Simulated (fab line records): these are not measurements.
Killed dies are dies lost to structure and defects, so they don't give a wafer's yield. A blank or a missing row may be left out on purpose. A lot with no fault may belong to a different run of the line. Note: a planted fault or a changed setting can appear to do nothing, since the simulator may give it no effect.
Which of the tools did it? + flow nand_harc + 24 lots with 72 wafers sampled at 6 steps, on a route of 1302 steps

WHAT THE GAUGES READ, wafer by wafer
Not one reading of a measure or inspect step in the record can be checked against a usual standard deviation.

WHICH TOOL RAN EACH LOT (tool, then ch and the chambers of the sampled wafers, then the start)
| lot  | NHARC_P_M0_STRIP_18                | NHARC_P_M0_ANNEAL_30             | NHARC_P_M1_DESCUM_14               | NHARC_P_M1_DEP_33               | NHARC_P_M2_STRIP_18                | NHARC_P_BONDPAD_DEP_00          |
|------|------------------------------------|----------------------------------|------------------------------------|---------------------------------|------------------------------------|---------------------------------|
| L074 | rie_diel-05 ch 1,2,3, day 6 03:01  | rtp_anneal-01 ch 0, day 6 04:18  | rie_diel-07 ch 2,3, day 6 06:37    | pecvd-01 ch 0,1,2, day 6 09:24  | rie_diel-12 ch 1,2, day 6 11:14    | pecvd-02 ch 0,2, day 6 14:08    |
| L075 | rie_diel-11 ch 1,2,3, day 6 12:50  | rtp_anneal-01 ch 0, day 6 14:05  | rie_diel-07 ch 1,2, day 6 16:29    | pecvd-02 ch 1,2, day 6 19:18    | rie_diel-06 ch 2,3, day 6 20:55    | pecvd-02 ch 0,1,2, day 6 23:40  |
| L076 | rie_diel-11 ch 0,2,3, day 7 02:51  | rtp_anneal-02 ch 0, day 7 04:09  | rie_diel-02 ch 0,2,3, day 7 06:28  | pecvd-02 ch 0,1, day 7 09:16    | rie_diel-10 ch 2,3, day 7 11:13    | pecvd-04 ch 1,2, day 7 14:02    |
| L077 | rie_diel-11 ch 1,2,3, day 7 05:45  | rtp_anneal-01 ch 0, day 7 07:02  | rie_diel-07 ch 2,3, day 7 09:35    | pecvd-04 ch 1,2, day 7 12:29    | rie_diel-12 ch 0,1, day 7 14:22    | pecvd-01 ch 0,1,2, day 7 17:22  |
| L078 | rie_diel-01 ch 0,1,3, day 7 13:16  | rtp_anneal-01 ch 0, day 7 14:40  | rie_diel-07 ch 0,1,2, day 7 17:03  | pecvd-02 ch 0,1,2, day 7 19:53  | rie_diel-10 ch 0,1,2, day 7 21:37  | pecvd-02 ch 0,1,2, day 8 00:30  |
| L079 | rie_diel-01 ch 0,1, day 8 06:10    | rtp_anneal-02 ch 0, day 8 07:27  | rie_diel-07 ch 0,1, day 8 09:44    | pecvd-01 ch 0,1, day 8 12:29    | rie_diel-12 ch 0,2,3, day 8 14:16  | pecvd-02 ch 1,2, day 8 17:02    |
| L080 | rie_diel-11 ch 0,2,3, day 8 07:23  | rtp_anneal-02 ch 0, day 8 08:43  | rie_diel-07 ch 1,3, day 8 10:53    | pecvd-04 ch 0,1,2, day 8 13:36  | rie_diel-06 ch 0,1,2, day 8 15:28  | pecvd-04 ch 0,1, no start       |
| L081 | rie_diel-01 ch 2,3, day 8 21:38    | rtp_anneal-02 ch 0, day 8 22:58  | rie_diel-07 ch 1,2,3, day 9 01:23  | pecvd-01 ch 0,2, day 9 04:11    | rie_diel-10 ch 0,1,3, day 9 06:00  | pecvd-02 ch 0,1,2, day 9 08:49  |
| L082 | rie_diel-11 ch 0,1,3, day 9 11:00  | rtp_anneal-02 ch 0, day 9 12:16  | rie_diel-07 ch 0,3, day 9 14:29    | pecvd-04 ch 1,2, day 9 17:15    | rie_diel-10 ch 1,2, day 9 19:01    | pecvd-04 ch 0,1, day 9 21:47    |
| L083 | rie_diel-05 ch 2,3, day 9 16:41    | rtp_anneal-02 ch 0, day 9 18:02  | rie_diel-02 ch 1,3, day 9 20:15    | pecvd-01 ch 0,1,2, day 9 22:58  | rie_diel-12 ch 0,2, day 10 00:43   | pecvd-04 ch 0,2, no start       |
| L084 | rie_diel-11 ch 0,1,2, day 10 13:38 | rtp_anneal-01 ch 0, day 10 15:02 | rie_diel-02 ch 1,2,3, day 10 17:09 | pecvd-04 ch 0,1,2, day 10 20:06 | rie_diel-06 ch 1,2,3, day 10 21:41 | pecvd-01 ch 0,1,2, day 11 00:31 |
| L085 | rie_diel-11 ch 0,3, day 10 19:24   | rtp_anneal-02 ch 0, day 10 20:44 | rie_diel-07 ch 0,2, day 10 22:59   | pecvd-02 ch 0,1, day 11 01:43   | rie_diel-12 ch 0,2, day 11 03:26   | pecvd-04 ch 0,1,2, day 11 06:12 |
| L086 | rie_diel-11 ch 0,1,3, day 11 04:49 | rtp_anneal-01 ch 0, day 11 06:05 | rie_diel-02 ch 0,1, day 11 08:21   | pecvd-04 ch 0,1,2, day 11 11:06 | rie_diel-06 ch 2,3, day 11 12:55   | pecvd-04 ch 1,2, no start       |
| L087 | rie_diel-11 ch 0,1,3, day 11 12:50 | rtp_anneal-02 ch 0, day 11 14:07 | rie_diel-02 ch 1,2,3, day 11 16:29 | pecvd-04 ch 0,1,2, day 11 19:17 | rie_diel-06 ch 1,2,3, day 11 22:14 | pecvd-01 ch 0,1,2, no start     |
| L088 | rie_diel-11 ch 1,2,3, day 12 09:46 | rtp_anneal-01 ch 0, day 12 11:02 | rie_diel-07 ch 0,1,3, day 12 13:24 | pecvd-01 ch 0,1,2, day 12 16:15 | rie_diel-10 ch 1,2,3, day 12 18:05 | pecvd-02 ch 0,1,2, day 12 20:50 |
| L089 | rie_diel-11 ch 0,2,3, day 12 11:16 | rtp_anneal-02 ch 0, day 12 12:32 | rie_diel-09 ch 1,2,3, day 12 14:52 | pecvd-02 ch 0,1,2, day 12 17:35 | rie_diel-12 ch 0,1,2, day 12 19:25 | pecvd-01 ch 0,1,2, day 12 22:12 |
| L090 | rie_diel-11 ch 0,1,2, day 12 22:49 | rtp_anneal-01 ch 0, day 13 00:01 | rie_diel-07 ch 0,1, day 13 02:25   | pecvd-04 ch 0,1, day 13 05:09   | rie_diel-10 ch 1,2, day 13 07:08   | pecvd-01 ch 1,2, day 13 10:08   |
| L091 | rie_diel-05 ch 1,2,3, day 13 00:50 | rtp_anneal-01 ch 0, day 13 02:08 | rie_diel-02 ch 0,3, day 13 04:25   | pecvd-01 ch 0,2, day 13 07:07   | rie_diel-10 ch 1,3, day 13 08:56   | pecvd-02 ch 0,2, day 13 11:49   |
| L092 | rie_diel-01 ch 1,2,3, day 13 15:07 | rtp_anneal-01 ch 0, day 13 16:22 | rie_diel-02 ch 1,3, day 13 18:56   | pecvd-01 ch 0,1,2, day 13 21:50 | rie_diel-12 ch 0,2, day 13 23:48   | pecvd-04 ch 0,1, day 14 02:46   |
| L093 | rie_diel-05 ch 0,2,3, day 13 23:34 | rtp_anneal-02 ch 0, day 14 00:51 | rie_diel-02 ch 1,2,3, day 14 03:32 | pecvd-04 ch 0,1, day 14 07:08   | rie_diel-10 ch 0,1,3, day 14 09:23 | pecvd-01 ch 1,2, day 14 12:13   |
| L094 | rie_diel-05 ch 1,2, day 14 13:51   | rtp_anneal-02 ch 0, day 14 15:13 | rie_diel-07 ch 1,3, day 14 17:27   | pecvd-01 ch 0,2, day 14 20:13   | rie_diel-10 ch 1,2,3, day 14 22:09 | pecvd-02 ch 0,1,2, day 15 01:05 |
| L095 | rie_diel-05 ch 0,1,2, day 14 14:34 | rtp_anneal-01 ch 0, day 14 15:56 | rie_diel-02 ch 0,1, day 14 18:14   | pecvd-01 ch 0,1,2, day 14 21:02 | rie_diel-10 ch 0,1,2, day 14 22:58 | pecvd-01 ch 0,2, day 15 01:53   |
| L096 | rie_diel-11 ch 1,3, day 15 01:36   | rtp_anneal-01 ch 0, day 15 02:55 | rie_diel-02 ch 1,2, day 15 05:22   | pecvd-04 ch 0,1, day 15 08:12   | rie_diel-10 ch 2,3, day 15 10:04   | pecvd-01 ch 1,2, day 15 13:02   |
| L097 | rie_diel-11 ch 0,2,3, day 15 13:19 | rtp_anneal-02 ch 0, day 15 14:34 | rie_diel-07 ch 0,1,2, day 15 16:59 | pecvd-02 ch 0,1,2, day 15 19:46 | rie_diel-06 ch 1,2,3, day 15 21:35 | pecvd-01 ch 0,1,2, day 16 00:20 |
- NHARC_P_M0_STRIP_18: strips in N2/H2.
- NHARC_P_M0_ANNEAL_30: time 90 s.
- NHARC_P_M1_DESCUM_14: chemistry O2, time 3 s.
- NHARC_P_M1_DEP_33: deposits SiCN, target thk 30 nm.
- NHARC_P_M2_STRIP_18: strips in N2/H2.
- NHARC_P_BONDPAD_DEP_00: deposits SiCN, target thk 250 nm.

WHAT THE TOOLS THEMSELVES READ (means of the sampled wafers that have a number; where no wafer has one, the mark that the record gives instead)
NHARC_P_M0_STRIP_18. Usual: drypump_motor_current_A 5.6 A, standard deviation 0.4; oes_product_au 1.002 a.u., standard deviation 0.0088; rf_vpp_V 90.8 V, standard deviation 0.98; showerhead_plenum_p_Torr 2.05 Torr, standard deviation 0.11; throttle_valve_pct 14.171 %, standard deviation 0.009.
| lot  | tool        | drypump_motor_current_A (A) | oes_product_au (a.u.) | rf_vpp_V (V) | showerhead_plenum_p_Torr (Torr) | throttle_valve_pct (%) | flag |
|------|-------------|-----------------------------|-----------------------|--------------|---------------------------------|------------------------|------|
| L074 | rie_diel-05 | 5.6                         | 1.009                 | 91.2         | 2.08                            | 14.167                 |      |
| L075 | rie_diel-11 | 5.7                         | 1.008                 | 91.3         | 2.00                            | 14.179                 |      |
| L076 | rie_diel-11 | 5.4                         | 1.007                 | 90.8         | 2.09                            | 14.168                 |      |
| L077 | rie_diel-11 | 5.7                         | 0.997                 | 90.3         | 2.00                            | 14.177                 |      |
| L078 | rie_diel-01 | 5.7                         | 1.001                 | 90.3         | 2.02                            | 14.176                 |      |
| L079 | rie_diel-01 | 5.7                         | 0.998                 | 90.2         | 1.97                            | 14.169                 |      |
| L080 | rie_diel-11 | 5.4                         | 1.003                 | 91.5         | 2.09                            | 14.168                 |      |
| L081 | rie_diel-01 | 6.0                         | 1.002                 | 91.1         | 2.04                            | 14.175                 |      |
| L082 | rie_diel-11 | 5.5                         | 1.006                 | 89.8         | 2.08                            | 14.162                 |      |
| L083 | rie_diel-05 | 5.4                         | 1.012                 | 90.1         | 1.96                            | 14.172                 |      |
| L084 | rie_diel-11 | 5.7                         | 1.000                 | 90.8         | 2.01                            | 14.173                 |      |
| L085 | rie_diel-11 | 5.2                         | 0.995                 | 91.3         | 2.16                            | 14.157                 |      |
| L086 | rie_diel-11 | 5.5                         | 0.998                 | 91.5         | 2.08                            | 14.170                 |      |
| L087 | rie_diel-11 | 5.5                         | 0.997                 | 91.2         | 2.08                            | 14.164                 |      |
| L088 | rie_diel-11 | 5.6                         | 1.000                 | 90.6         | 2.00                            | 14.169                 |      |
| L089 | rie_diel-11 | 5.4                         | 1.001                 | 90.6         | 2.08                            | 14.167                 |      |
| L090 | rie_diel-11 | 5.8                         | 1.007                 | 90.7         | 2.01                            | 14.163                 |      |
| L091 | rie_diel-05 | 5.6                         | 1.001                 | 91.3         | 2.17                            | 14.171                 |      |
| L092 | rie_diel-01 | 5.8                         | 0.980                 | 90.8         | 2.00                            | 14.177                 |      |
| L093 | rie_diel-05 | 5.4                         | 0.998                 | 91.1         | 2.13                            | 14.175                 |      |
| L094 | rie_diel-05 | 5.8                         | 0.996                 | 90.6         | 2.16                            | 14.169                 |      |
| L095 | rie_diel-05 | 5.6                         | 0.994                 | 92.0         | 2.12                            | 14.171                 |      |
| L096 | rie_diel-11 | 5.7                         | 1.012                 | 90.3         | 1.99                            | 14.181                 |      |
| L097 | rie_diel-11 | 5.4                         | 1.010                 | 90.9         | 2.08                            | 14.167                 |      |

NHARC_P_M0_ANNEAL_30. Usual: wafer_temp_C_max at 225.81, with a standard deviation of 0.25.
| lot  | tool          | wafer_temp_C_max | flag |
|------|---------------|------------------|------|
| L074 | rtp_anneal-01 | 225.84           |      |
| L075 | rtp_anneal-01 | 225.28           |      |
| L076 | rtp_anneal-02 | 225.72           |      |
| L077 | rtp_anneal-01 | 225.58           |      |
| L078 | rtp_anneal-01 | 225.72           |      |
| L079 | rtp_anneal-02 | 225.92           |      |
| L080 | rtp_anneal-02 | 225.91           |      |
| L081 | rtp_anneal-02 | 226.18           |      |
| L082 | rtp_anneal-02 | 225.96           |      |
| L083 | rtp_anneal-02 | 226.05           |      |
| L084 | rtp_anneal-01 | 225.79           |      |
| L085 | rtp_anneal-02 | 225.73           |      |
| L086 | rtp_anneal-01 | 225.58           |      |
| L087 | rtp_anneal-02 | 226.02           |      |
| L088 | rtp_anneal-01 | 225.93           |      |
| L089 | rtp_anneal-02 | 225.72           |      |
| L090 | rtp_anneal-01 | 225.41           |      |
| L091 | rtp_anneal-01 | 225.81           |      |
| L092 | rtp_anneal-01 | 225.83           |      |
| L093 | rtp_anneal-02 | 225.88           |      |
| L094 | rtp_anneal-02 | 225.91           |      |
| L095 | rtp_anneal-01 | 225.73           |      |
| L096 | rtp_anneal-01 | 225.85           |      |
| L097 | rtp_anneal-02 | 225.84           |      |

NHARC_P_M1_DESCUM_14. Usual: drypump_motor_current_A 6.1 A, standard deviation 0.31; oes_product_au 0.997 a.u., standard deviation 0.009; rf_vpp_V 57.6 V, standard deviation 0.85; showerhead_plenum_p_Torr 1.88 Torr, standard deviation 0.056; throttle_valve_pct 11.310 %, standard deviation 0.0084.
| lot  | tool        | drypump_motor_current_A (A) | oes_product_au (a.u.) | rf_vpp_V (V) | showerhead_plenum_p_Torr (Torr) | throttle_valve_pct (%) | flag |
|------|-------------|-----------------------------|-----------------------|--------------|---------------------------------|------------------------|------|
| L074 | rie_diel-07 | 6.2                         | 0.992                 | 57.9         | 1.93                            | 11.316                 |      |
| L075 | rie_diel-07 | 6.1                         | 0.991                 | 57.7         | 1.84                            | 11.306                 |      |
| L076 | rie_diel-02 | 6.3                         | 1.011                 | 58.5         | 1.89                            | 11.306                 |      |
| L077 | rie_diel-07 | 6.2                         | 0.998                 | 57.3         | 1.93                            | 11.318                 |      |
| L078 | rie_diel-07 | 6.0                         | 0.994                 | 57.5         | 1.86                            | 11.306                 |      |
| L079 | rie_diel-07 | 5.9                         | 0.986                 | 56.7         | 1.85                            | 11.312                 |      |
| L080 | rie_diel-07 | 6.3                         | 1.006                 | 57.5         | 1.83                            | 11.310                 |      |
| L081 | rie_diel-07 | 6.2                         | 1.000                 | 57.8         | 1.88                            | 11.299                 |      |
| L082 | rie_diel-07 | 6.3                         | 1.007                 | 58.0         | 1.91                            | 11.318                 |      |
| L083 | rie_diel-02 | 5.9                         | 0.994                 | 57.8         | 1.87                            | 11.316                 |      |
| L084 | rie_diel-02 | 6.0                         | 0.997                 | 57.4         | 1.89                            | 11.302                 |      |
| L085 | rie_diel-07 | 5.8                         | 1.004                 | 57.6         | 1.89                            | 11.308                 |      |
| L086 | rie_diel-02 | 6.3                         | 0.988                 | 57.7         | 1.89                            | 11.304                 |      |
| L087 | rie_diel-02 | 6.0                         | 0.992                 | 57.5         | 1.89                            | 11.306                 |      |
| L088 | rie_diel-07 | 6.1                         | 1.008                 | 56.8         | 1.85                            | 11.313                 |      |
| L089 | rie_diel-09 | 6.2                         | 0.991                 | 58.6         | 2.01                            | 11.310                 |      |
| L090 | rie_diel-07 | 5.9                         | 0.998                 | 57.2         | 1.84                            | 11.315                 |      |
| L091 | rie_diel-02 | 6.3                         | 1.002                 | 58.0         | 1.85                            | 11.311                 |      |
| L092 | rie_diel-02 | 6.0                         | 0.996                 | 57.2         | 1.85                            | 11.317                 |      |
| L093 | rie_diel-02 | 6.1                         | 0.999                 | 57.1         | 1.89                            | 11.319                 |      |
| L094 | rie_diel-07 | 6.5                         | 1.011                 | 56.5         | 1.87                            | 11.314                 |      |
| L095 | rie_diel-02 | 6.3                         | 0.993                 | 57.2         | 1.89                            | 11.309                 |      |
| L096 | rie_diel-02 | 5.9                         | 0.984                 | 58.0         | 1.90                            | 11.311                 |      |
| L097 | rie_diel-07 | 6.0                         | 0.998                 | 57.4         | 1.86                            | 11.302                 |      |

NHARC_P_M1_DEP_33. Usual: heater_power_w at 554 W, with a standard deviation of 46.
| lot  | tool     | heater_power_w (W) | flag |
|------|----------|--------------------|------|
| L074 | pecvd-01 | 567                |      |
| L075 | pecvd-02 | 561                |      |
| L076 | pecvd-02 | 511                |      |
| L077 | pecvd-04 | 578                |      |
| L078 | pecvd-02 | 570                |      |
| L079 | pecvd-01 | 600                |      |
| L080 | pecvd-04 | 553                |      |
| L081 | pecvd-01 | 561                |      |
| L082 | pecvd-04 | 587                |      |
| L083 | pecvd-01 | 549                |      |
| L084 | pecvd-04 | 573                |      |
| L085 | pecvd-02 | 479                |      |
| L086 | pecvd-04 | 571                |      |
| L087 | pecvd-04 | 600                |      |
| L088 | pecvd-01 | 582                |      |
| L089 | pecvd-02 | 575                |      |
| L090 | pecvd-04 | 491                |      |
| L091 | pecvd-01 | 577                |      |
| L092 | pecvd-01 | 560                |      |
| L093 | pecvd-04 | 494                |      |
| L094 | pecvd-01 | 502                |      |
| L095 | pecvd-01 | 530                |      |
| L096 | pecvd-04 | 570                |      |
| L097 | pecvd-02 | 530                |      |

NHARC_P_M2_STRIP_18. Usual: drypump_motor_current_A 6.0 A, standard deviation 0.42; oes_product_au 1.000 a.u., standard deviation 0.0088; rf_vpp_V 90.8 V, standard deviation 1.1; showerhead_plenum_p_Torr 2.06 Torr, standard deviation 0.1; throttle_valve_pct 14.172 %, standard deviation 0.0089.
| lot  | tool        | drypump_motor_current_A (A) | oes_product_au (a.u.) | rf_vpp_V (V) | showerhead_plenum_p_Torr (Torr) | throttle_valve_pct (%) | flag |
|------|-------------|-----------------------------|-----------------------|--------------|---------------------------------|------------------------|------|
| L074 | rie_diel-12 | 5.7                         | 0.993                 | 90.9         | 2.17                            | 14.168                 |      |
| L075 | rie_diel-06 | 6.0                         | 0.998                 | 90.4         | 1.95                            | 14.176                 |      |
| L076 | rie_diel-10 | 5.6                         | 1.010                 | 91.0         | 2.14                            | 14.173                 |      |
| L077 | rie_diel-12 | 6.6                         | 0.994                 | 91.0         | 2.06                            | 14.177                 |      |
| L078 | rie_diel-10 | 6.0                         | 1.006                 | 90.3         | 2.05                            | 14.171                 |      |
| L079 | rie_diel-12 | 6.0                         | 1.003                 | 90.4         | 2.10                            | 14.172                 |      |
| L080 | rie_diel-06 | 5.9                         | 1.003                 | 91.2         | 2.01                            | 14.167                 |      |
| L081 | rie_diel-10 | 5.9                         | 0.994                 | 90.9         | 2.08                            | 14.167                 |      |
| L082 | rie_diel-10 | 5.8                         | 1.010                 | 90.9         | 1.99                            | 14.166                 |      |
| L083 | rie_diel-12 | 6.0                         | 0.990                 | 90.7         | 1.99                            | 14.168                 |      |
| L084 | rie_diel-06 | 6.1                         | 1.000                 | 90.3         | 2.00                            | 14.175                 |      |
| L085 | rie_diel-12 | 5.6                         | 0.994                 | 91.6         | 2.09                            | 14.171                 |      |
| L086 | rie_diel-06 | 6.0                         | 1.003                 | 89.9         | 1.95                            | 14.177                 |      |
| L087 | rie_diel-06 | 6.1                         | 0.997                 | 90.3         | 2.00                            | 14.170                 |      |
| L088 | rie_diel-10 | 5.7                         | 0.992                 | 91.8         | 2.07                            | 14.172                 |      |
| L089 | rie_diel-12 | 6.1                         | 1.000                 | 90.3         | 2.07                            | 14.172                 |      |
| L090 | rie_diel-10 | 5.8                         | 0.998                 | 90.2         | 2.04                            | 14.168                 |      |
| L091 | rie_diel-10 | 5.7                         | 1.001                 | 90.3         | 2.02                            | 14.171                 |      |
| L092 | rie_diel-12 | 5.6                         | 1.004                 | 91.6         | 2.09                            | 14.172                 |      |
| L093 | rie_diel-10 | 5.9                         | 0.988                 | 90.9         | 2.08                            | 14.167                 |      |
| L094 | rie_diel-10 | 5.7                         | 1.003                 | 90.6         | 2.06                            | 14.175                 |      |
| L095 | rie_diel-10 | 6.0                         | 0.996                 | 91.0         | 2.05                            | 14.177                 |      |
| L096 | rie_diel-10 | 5.6                         | 1.001                 | 91.3         | 2.11                            | 14.173                 |      |
| L097 | rie_diel-06 | 6.1                         | 1.004                 | 91.1         | 1.99                            | 14.164                 |      |

NHARC_P_BONDPAD_DEP_00. Usual: heater_power_w at 557 W, with a standard deviation of 40.
| lot  | tool     | heater_power_w (W) | flag |
|------|----------|--------------------|------|
| L074 | pecvd-02 | 547                |      |
| L075 | pecvd-02 | 542                |      |
| L076 | pecvd-04 | 573                |      |
| L077 | pecvd-01 | 577                |      |
| L078 | pecvd-02 | 556                |      |
| L079 | pecvd-02 | 571                |      |
| L080 | pecvd-04 | 566                |      |
| L081 | pecvd-02 | 516                |      |
| L082 | pecvd-04 | 543                |      |
| L083 | pecvd-04 | 614                |      |
| L084 | pecvd-01 | 575                |      |
| L085 | pecvd-04 | 548                |      |
| L086 | pecvd-04 | 618                |      |
| L087 | pecvd-01 | 547                |      |
| L088 | pecvd-02 | 514                |      |
| L089 | pecvd-01 | 525                |      |
| L090 | pecvd-01 | 577                |      |
| L091 | pecvd-02 | 550                |      |
| L092 | pecvd-04 | 545                |      |
| L093 | pecvd-01 | 538                |      |
| L094 | pecvd-02 | 510                |      |
| L095 | pecvd-01 | 553                |      |
| L096 | pecvd-01 | 598                |      |
| L097 | pecvd-01 | 553                |      |

THE ANSWER, worked out from the rows above alone
Rule: take the mean of a lot's wafers that have a number; if it is more than 3 standard deviations from the usual mean, the lot is off. Also off: a lot with no number at a reading for which 4 or more lots have one. Any other lot the step has rows for is counted as sound. The gauges are gone through in route order, then the tools' own readings, and for those a lot's mean is taken as printed above. At the first step where some lot is off, the reading lying furthest off is the one used; lots without a number count as furthest.
Nothing can be told from this: no lot is off at any reading shown.

WHAT WAS PUT IN BY THE SIMULATOR
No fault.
